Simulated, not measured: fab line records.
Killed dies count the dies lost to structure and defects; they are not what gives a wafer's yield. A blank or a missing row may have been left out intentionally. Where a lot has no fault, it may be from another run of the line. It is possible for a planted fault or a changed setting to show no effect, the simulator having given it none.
Problem report in the 8D (eight disciplines) form, filled by code    flow nand harc    the parts of the form that need people (team, actions taken, sign-off) are left out

## 1. PROBLEM STATEMENT
Mean of thk nm at NHARC_A_ONON_D2_THK_MEAS_24: 1492 nm across 6 wafers in 2 lots; on wafers with no fault it is 996 nm (standard deviation 11). That puts it +45 standard deviations away from the usual mean.
The step: measures by ellipsometry.
First seen on wafer L122.3, day 16 18:34, on film metro-01. The record has a number at this step for 39 wafers belonging to 13 lots. By rule, "out" or "out of limits" means more than 4 standard deviations away from the usual mean. The other wafers with a number count as sound.

## 2. WHAT IT IS; WHAT IT IS NOT
question                     is                      is not
which readings at this step  thk nm                  -
which lots                   L122, L124              L113, L114, L115, L128, L129, L130, L131, L132, L133, L134, L135
which wafers of those lots   all that have a number  -
read on which gauges         film metro-01           film metro-02
when                         from day 16 18:34       up to then (9 sound wafers); but 24 sound wafers of L128, L129, L130, L131, L132, L133, L134, L135 came after

## 3. THE SUSPECTS, EACH WITH WHAT RULES IT OUT
Counting: a tool at any process step up to the reading remains a suspect when it ran all the lots that are out and ran no sound lot after the first of those.
- ruled out: the gauge at NHARC_A_ONON_D2_THK_MEAS_24. All the wafers that are out were read on film metro-01, but those of them that NHARC_END_SORT_01 has rows for are out there too, on other tools.
- pecvd onon-01 at NHARC_A_ONON_D2_DEP_22 (target thk 1000 nm): ruled out as a lasting fault. The sound lots L134 went through it after L122, its earliest lot that is out (day 16 18:11).
Left after counting: nothing in the record.

## 4. THE CAUSE (what the simulator had put in)
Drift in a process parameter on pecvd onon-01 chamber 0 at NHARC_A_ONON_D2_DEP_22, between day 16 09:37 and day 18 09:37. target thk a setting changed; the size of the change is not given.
It was ruled out by counting, in error; the rule expects a fault to strike all lots run on its tool from its start on, and this fault did not.

## 5. THE EFFECT CHAIN, in route order
One row per reading whose mean, taken over the struck wafers that have a number, lies over 3 standard deviations from the usual. Scope: only readings with a usual standard deviation given in the record; hours: median across lots of the time from each lot's start at the first step in this table that gives one to its start at this step; sigmas: change in usual standard deviations.
hours  step                         reading          usual   on struck wafers  change  sigmas
0      NHARC_A_ONON_D2_THK_MEAS_24  thk nm           996 nm  1492              +496    +45
276    NHARC_END_SORT_01            killed at array  53      670               +617    +31
276    NHARC_END_SORT_01            killed dies      58      677               +619    +31

## 6. WHAT WOULD HAVE CAUGHT IT SOONER
In this record the first reading out of limits at a measuring or inspecting step was taken at day 16 18:34, 9 hours after the fault began at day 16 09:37.
